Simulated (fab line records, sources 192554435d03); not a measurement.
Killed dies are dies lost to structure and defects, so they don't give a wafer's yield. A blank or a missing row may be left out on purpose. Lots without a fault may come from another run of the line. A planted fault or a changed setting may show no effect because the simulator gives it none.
Split-lot experiment | flow n5_finfet | 7 lots, 21 wafers read, on a route of 1938 steps

THE SPLIT
At N5_MOL_CONTACT_COAG_COAT_02 (resist thk 30 nm), the setting spin_rpm was moved away from the recipe's 1500 rpm on 4 of the 21 wafers read, by -9.5% to +9.1%. The other wafers ran this setting at the recipe's value.

FROM THE SPLIT TO THE READING: what the file shows between them, 7 steps
- N5_MOL_CONTACT_COAG_EBR_04
- N5_MOL_CONTACT_COAG_SOFTBAKE_03: time 60 s
- N5_MOL_CONTACT_COAG_EXPOSE_05: exposes mask CA, defocus 0 nm
- N5_MOL_CONTACT_COAG_PEB_06: peb time 60 s
- N5_MOL_CONTACT_COAG_DEVELOP_07: develop time 30 s
- N5_MOL_CONTACT_COAG_DESCUM_13: chemistry O2, time 7 s
- N5_MOL_CONTACT_COAG_ETCH_59: etches underlayer in N2/H2, target depth 13 nm, time 10.4 s

THE READING
CAR-EUV_of_MOL_CONTACT_COAG_COAT_02.thk_nm (the simulator's own value, which no gauge read), in nm, at N5_MOL_CONTACT_COAG_ETCH_105 (etches SiARC in CF4, target depth 15.6 nm, time 26 s). The file gives no usual value for it. The 17 wafers here that ran the recipe average 5.4 nm, standard deviation 0.14 nm.

wafer  | tool, chamber at the split | spin_rpm as run, rpm | against the recipe | CAR-EUV_of_MOL_CONTACT_COAG_COAT_02.thk_nm, nm | against lot-mates on the recipe
L077.4 | litho_track-03, 0          | 1500                 | recipe             | 5.2                                            | -
L077.5 | litho_track-03, 0          | 1500                 | recipe             | 5.4                                            | -
L077.6 | litho_track-03, 0          | 1442                 | -3.9%              | 6                                              | +0.7
L082.3 | litho_track-02, 0          | 1500                 | recipe             | 5.4                                            | -
L082.4 | litho_track-02, 0          | 1500                 | recipe             | 5.4                                            | -
L082.5 | litho_track-02, 0          | 1500                 | recipe             | 5.4                                            | -
L084.2 | litho_track-03, 0          | 1636                 | +9.1%              | 4.2                                            | -1.2
L084.4 | litho_track-03, 0          | 1636                 | +9.1%              | 4                                              | -1.4
L084.5 | litho_track-03, 0          | 1500                 | recipe             | 5.4                                            | -
L089.2 | litho_track-04, 0          | 1500                 | recipe             | 5.6                                            | -
L089.6 | litho_track-04, 0          | 1500                 | recipe             | 5.6                                            | -
L089.4 | litho_track-04, 0          | 1500                 | recipe             | 5.2                                            | -
L093.1 | litho_track-04, 0          | 1500                 | recipe             | 5.4                                            | -
L093.2 | litho_track-04, 0          | 1500                 | recipe             | 5.4                                            | -
L093.4 | litho_track-04, 0          | 1357                 | -9.5%              | 7                                              | +1.6
L096.2 | litho_track-04, 0          | 1500                 | recipe             | 5.2                                            | -
L096.6 | litho_track-04, 0          | 1500                 | recipe             | 5.2                                            | -
L096.5 | litho_track-04, 0          | 1500                 | recipe             | 5.4                                            | -
L097.1 | litho_track-02, 0          | 1500                 | recipe             | 5.6                                            | -
L097.2 | litho_track-02, 0          | 1500                 | recipe             | 5.2                                            | -
L097.5 | litho_track-02, 0          | 1500                 | recipe             | 5.4                                            | -

THE FIT
A straight line over all 21 wafers: CAR-EUV_of_MOL_CONTACT_COAG_COAT_02.thk_nm changes by -0.152 nm for each +1% of spin_rpm; r = -0.97; the points scatter about the line by 0.14 nm.
The same after taking each lot's own level away (the mean of its wafers on the recipe; 21 wafers): -0.154 nm for each +1%; r = -0.98; scatter 0.12 nm.
On that fit, the largest move of spin_rpm shifts the reading by 1.5 nm.
The lots' own levels span 5.27 to 5.47 nm, that is 1.5 times the standard deviation above.
So the lot-to-lot level changes the slope little: the two slopes agree.
Check: with one of the wafers moved furthest among these (-9.5%) left out of the fit, the line predicts +1.41 nm for it against its lot-mates. It came out at +1.6 nm against them.

OTHER SPLITS ON THESE WAFERS
These wafers also went through other splits before the reading. Each is held against what the fit with the lots' levels taken away leaves over:
other split on the same wafers        | wafers away from the commonest value | r with CAR-EUV_of_MOL_CONTACT_COAG_COAT_02.thk_nm (lot level and that fit taken away)
N5_SDB_COAT_05 spin_rpm               | 6                                    | -0.08
N5_HKMG_FIN_ETCH_55 bias_w            | 4                                    | -0.03
N5_HKMG_FIN_ETCH_58 source_w          | 8                                    | +0.30
N5_MOL_CONTACT_COAG_COAT_103 spin_rpm | 8                                    | -0.25

THE WHOLE CHAIN: every reading that the file lists as answering this split, in the file's order
step                           | what it does                                                | reading                                                                                     | change (the file's fit)               | r (the file's)
N5_MOL_CONTACT_COAG_COAT_02    | resist thk 30 nm                                            | CAR-EUV_of_MOL_CONTACT_COAG_COAT_02.thk_nm (the simulator's own value, which no gauge read) | -0.145 nm for each +1% of the setting | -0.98
N5_MOL_CONTACT_COAG_DEVELOP_07 | develop time 30 s                                           | CAR-EUV_of_MOL_CONTACT_COAG_COAT_02.thk_nm (the simulator's own value, which no gauge read) | -0.15 nm for each +1% of the setting  | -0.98
N5_MOL_CONTACT_COAG_ETCH_59    | etches underlayer in N2/H2, target depth 13 nm, time 10.4 s | CAR-EUV_of_MOL_CONTACT_COAG_COAT_02.thk_nm (the simulator's own value, which no gauge read) | -0.166 nm for each +1% of the setting | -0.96
N5_MOL_CONTACT_COAG_ETCH_105   | etches SiARC in CF4, target depth 15.6 nm, time 26 s        | CAR-EUV_of_MOL_CONTACT_COAG_COAT_02.thk_nm (the simulator's own value, which no gauge read) | -0.158 nm for each +1% of the setting | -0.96

THE FILE'S OWN FIT
CAR-EUV_of_MOL_CONTACT_COAG_COAT_02.thk_nm changes by -0.158 nm for each +1% of spin_rpm, r = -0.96.
